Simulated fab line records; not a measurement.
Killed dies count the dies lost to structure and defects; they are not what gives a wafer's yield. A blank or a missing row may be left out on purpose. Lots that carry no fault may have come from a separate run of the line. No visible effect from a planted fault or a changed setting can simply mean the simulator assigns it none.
Matching of chambers	flow n5-finfet	N5_BEOL_M7_ETCH_66 on rie-diel-03: 4 sister chambers
The step etches SOC in N2/H2, target depth 80 nm, overetch 16 nm, time 120 s. 4 wafers are shown with their chamber, then 7 later ones without.

## EACH WAFER AND ITS CHAMBER
wafer	chamber	drypump-motor-current-A (A)
L166.2	1	5.9
L166.4	3	5.3
L179.1	0	6.7
L179.5	2	5.3

## WAFERS WITH NO CHAMBER GIVEN
wafer	drypump-motor-current-A (A)
L179.6	5.4
L178.2	5.3
L178.4	6.0
L178.6	6.6
L180.2	5.3
L180.4	6.6
L180.6	5.3

## THE CHAMBER EACH PASSED THROUGH
wafer	from the rows above	in truth
L179.6	can't be placed: 2 or 3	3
L178.2	can't be placed: 2 or 3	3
L178.4	1	1
L178.6	0	0
L180.2	can't be placed: 2 or 3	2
L180.4	0	0
L180.6	can't be placed: 2 or 3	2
Placed correctly: 3 of 7. Unplaceable from these rows: 4, with the true chamber sitting among the candidates in 4. Number placed wrongly: 0.
How it was worked out, from the rows above alone: a wafer's distance from a chamber is the root of the sum, over the readings, of the square of ((its reading less the chamber's mean) divided by the reading's scatter). The wafer belongs to the nearest chamber; if the next one is less than 2 further off, it can't be placed. The mean given for a chamber averages the wafers shown for that chamber. The scatter: with one shown wafer a chamber, the root of the mean of the squares of how far each hidden wafer lies from its nearest shown one.
